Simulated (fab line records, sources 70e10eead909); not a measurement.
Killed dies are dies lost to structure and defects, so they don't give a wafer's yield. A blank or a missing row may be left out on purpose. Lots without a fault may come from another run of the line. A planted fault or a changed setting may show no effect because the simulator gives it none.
A struck lot beside a sound one | flow nand_harc | 14 steps out of a route of 1159
Sound: wafers L971.1, L971.2, L971.6. Struck: wafers L979.1, L979.3, L979.6. The cause comes at the end.
At each step with rows: each side's tool, then ch and its chambers, then its first start. Under that, the readings that differ: sound wafers | struck wafers | difference of the means | sigmas: that difference in standard deviations of wafers without a fault.
alike: readings whose means differ by less than 2 such deviations, and words and numbers that are the same on both sides. not compared: withheld readings, readings that some wafer has no value for, bounds like >300 that may hide the same value, and numbers for which the record gives no deviation and whose values overlap.
The two part at a step that has a row with sigmas, a row that says differs or no value, or rows on one side only. Numbers that don't overlap but have no deviation are shown without sigmas and don't part them. A reading that every wafer of one side lacks parts them only if that side has two wafers or more.

NHARC_P_CONTACT_INSPECT_14:
  sound on defect_inspect-02, day 8 16:52; struck on defect_inspect-02, day 11 01:13
  alike: raw_defect_count
NHARC_P_CONTACT_DESCUM_17: chemistry O2, time 3 s.
  sound on rie_diel-04 ch 1,2,3, day 8 16:58; struck on rie_diel-04 ch 1,3, day 11 01:17
  alike: drypump_motor_current_A, oes_product_au, rf_vpp_V, showerhead_plenum_p_Torr, throttle_valve_pct
  not compared: rf_hours_counter_h
NHARC_P_CONTACT_ETCH_35: etches the open film in CF4, target depth 39 nm, time 65 s.
  sound on rie_diel-04 ch 0,1,2, day 8 17:03; struck on rie_diel-04 ch 1,2,3, day 11 01:25
  alike: drypump_motor_current_A, oes_product_au, rf_vpp_V, showerhead_plenum_p_Torr, throttle_valve_pct
  not compared: rf_hours_counter_h
then, 3 steps without rows for these wafers: NHARC_P_CONTACT_ETCH_36 (etches the open film in N2/H2, target depth 260 nm, time 406.25 s); NHARC_P_CONTACT_ETCH_18 (etches the open film in C4F8/O2/Ar, target depth 481 nm, time 240.5 s); NHARC_P_CONTACT_STRIP_37 (strips in C4F8/O2/Ar).
NHARC_P_CONTACT_ETCH_31: etches the open film in CH3F/O2, target depth 30 nm, time 85.7 s.
  sound on rie_diel-04 ch 0,1,3; struck on rie_diel-04 ch 2,3
  alike: drypump_motor_current_A, oes_product_au, rf_vpp_V, showerhead_plenum_p_Torr, throttle_valve_pct
  not compared: rf_hours_counter_h
NHARC_P_CONTACT_CD_MEAS_19:
  sound on cd_sem-03, day 8 17:50; struck on cd_sem-02, day 11 02:14
  alike: cd_nm
then, 2 steps without rows for these wafers: NHARC_P_CONTACT_STRIP_28 (strips in O2); NHARC_P_CONTACT_STRIP_29 (strips in post etch residue remover, time 1200 s).
NHARC_P_CONTACT_DEGAS_38: time 60 s.
  sound on pvd_sputter-02, day 8 18:34; struck on pvd_sputter-01, day 11 02:58
  alike: heater_power_w
then, 1 step without rows for these wafers: NHARC_P_CONTACT_PRE_CLEAN_39 (time 19.5 s).
NHARC_P_CONTACT_PVD_32: deposits Ti, target thk 5 nm, time 17.7 s.
  sound on pvd_sputter-02, day 8 18:42; struck on pvd_sputter-01, day 11 03:05
  no value came back on the struck wafers for cathode_dc_power_W (W), chamber_pressure_pa (Pa), throttle_valve_pct (%); on the sound wafers cathode_dc_power_W (W) reads 5000.0 4999.9 4999.6
NHARC_P_CONTACT_ALD_22: deposits TiN, target thk 3 nm, pulse time 1 s, ald cycles 150.
  sound on ald_metal-03 ch 1,2,3, day 8 18:48; struck on ald_metal-02 ch 1,2, day 11 03:14
  alike: heater_power_w, precursor_pulse_height_rel

WHERE THEY PART
Only at NHARC_P_CONTACT_PVD_32, within this record. Later steps at which nothing parts them and some readings are alike: NHARC_P_CONTACT_ALD_22.

WHY: what the simulator had put in
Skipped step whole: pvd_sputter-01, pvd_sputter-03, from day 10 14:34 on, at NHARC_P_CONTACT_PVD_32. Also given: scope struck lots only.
